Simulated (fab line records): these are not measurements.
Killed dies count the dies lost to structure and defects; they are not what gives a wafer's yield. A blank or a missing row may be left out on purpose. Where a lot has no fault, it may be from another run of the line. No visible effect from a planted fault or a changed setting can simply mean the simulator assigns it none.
Struck lot and sound lot, side by side -- flow nand harc -- 22 out of 1302 route steps
Sound: wafers L861.2, L861.4, L861.6. Wafers struck: L870.1, L870.3, L870.5. At the end, the cause is stated.
Each step with rows lists, per side, the tool, then ch with its chambers, then its first start. Under that, the readings that differ: sound wafers -- struck wafers -- difference of the means -- sigmas: that difference in standard deviations of wafers without a fault.
alike: words and numbers the same on both sides, and readings whose means are apart by under 2 such deviations; not compared: readings that were withheld, readings missing a value for some wafer, numbers with overlapping values and no deviation given by the record, and bounds like >300 which may hide the same value.
The two part at a step that has a row with sigmas, a row that says differs or no value, or rows on one side only. Numbers that don't overlap but have no deviation are shown without sigmas and don't part them. A reading missing from all wafers of one side parts the sides only when that side holds two or more wafers.

NHARC_A_BLC_CMP_25: polishes, t overpolish 30 s, target thk 150 nm.
  sound on cmp-02 ch 1,2,3, day 27 01:25; struck on cmp-02 ch 2,3, day 30 23:45
  alike: motor current A, overpolish run s, time to endpoint s
next, for these wafers, 1 step has no rows: NHARC_A_BLC_SRD_27.
NHARC_A_BLC_INSPECT_28:
  sound on defect inspect-01, day 27 01:48; struck on defect inspect-01, day 31 00:08
  alike: raw defect count
then, 8 steps without rows for these wafers: NHARC_A_M0_DEP_00 (deposits SiOC, target thk 150 nm); NHARC_A_M0_DEHYDRATE_01 (time 120 s); NHARC_A_M0_HMDS_02 (time 30 s); NHARC_A_M0_COAT_33 (time 65 s); NHARC_A_M0_COAT_03 (resist thk 90 nm); NHARC_A_M0_SOFTBAKE_04 (time 55 s); NHARC_A_M0_EBR_05; NHARC_A_M0_EXPOSE_06 (exposes mask A M0, target cd 80 nm).
NHARC_A_M0_PEB_07: peb time 65 s.
  sound on litho track-04 ch 0, day 27 02:37; struck on litho track-04 ch 0, day 31 00:57
then, 1 step without rows for these wafers: NHARC_A_M0_DEVELOP_08 (develop time 35 s).
NHARC_A_M0_CD_MEAS_09: the cd target is 80 nm.
  sound on cd sem-01 ch 0, day 27 02:42; struck on cd sem-02 ch 0, day 31 01:02
reading,sound,struck,difference,sigmas
cd nm (nm),80.0 80.2 80.2,87.2 86.4 85.3,+6.2,+8
NHARC_A_M0_OVL_MEAS_10: pitch 160 nm.
  sound on overlay-01, day 27 02:47; struck on overlay-02, day 31 01:07
  alike: overlay x nm, overlay y nm
NHARC_A_M0_INSPECT_11:
  sound on defect inspect-01, day 27 02:49; struck on defect inspect-02, day 31 01:09
  alike: raw defect count
NHARC_A_M0_DESCUM_14: chemistry O2, time 3 s.
  sound on rie diel-01 ch 2,3, day 27 02:53; struck on rie diel-04 ch 0,3, day 31 01:13
reading,sound,struck,difference,sigmas
model.A_M0.cd nm (nm),79.85 81.31 80.25,87.08 86.13 85.68,+5.83,
  alike: drypump motor current A, oes product au, rf vpp V, showerhead plenum p Torr, throttle valve pct
  not compared: rf hours counter h
NHARC_A_M0_ETCH_34: etches the open film in N2/H2, target depth 40 nm, overetch 12 nm, time 43.94 s.
  sound on rie diel-01 ch 0,1,3, day 27 02:59; struck on rie diel-04 ch 1,3, day 31 01:18
  alike: drypump motor current A, oes product au, rf vpp V, showerhead plenum p Torr, throttle valve pct
  not compared: rf hours counter h
NHARC_A_M0_ETCH_15: etches the open film in C4F8/Ar, target depth 150 nm, overetch 15 nm, time 82.5 s.
  sound on rie diel-01 ch 0,2; struck on rie diel-04 ch 0,2,3
reading,sound,struck,difference,sigmas
model.A_M0.cd nm (nm),79.4 81.81 79.49,87.11 86.79 85.88,+6.36,
  alike: oes product au, rf vpp V
  not compared: rf hours counter h
NHARC_A_M0_CD_MEAS_16:
  sound on cd sem-01, day 27 03:11; struck on cd sem-02, day 31 01:31
reading,sound,struck,difference,sigmas
cd nm (nm),79.0 81.7 79.4,87.4 86.9 85.5,+6.6,+7
NHARC_A_M0_STRIP_18: strips in N2/H2.
  sound on rie diel-11 ch 0,1,2, day 27 03:19; struck on rie diel-01 ch 1,2, day 31 01:35
  alike: drypump motor current A, oes product au, rf vpp V, showerhead plenum p Torr, throttle valve pct
  not compared: rf hours counter h
NHARC_END_SORT_01:
  sound on prober-02 ch 0, day 28 19:16; struck on prober-02 ch 0, day 32 22:02
reading,sound,struck,difference,sigmas
killed at periphery,9 9 5,2 0 2,-6,-3
  alike: defect limited yield, killed at array, killed at other, killed dies, killed open, killed short, sort_bin_2_pct, sort_bin_3_pct, sort_bin_4_pct, sort n pass, sort rim yield pct, sort yield pct

WHERE THEY PART
At NHARC_A_M0_CD_MEAS_09 first; at NHARC_END_SORT_01 last (within this record only).

WHY: what had been put in by the simulator
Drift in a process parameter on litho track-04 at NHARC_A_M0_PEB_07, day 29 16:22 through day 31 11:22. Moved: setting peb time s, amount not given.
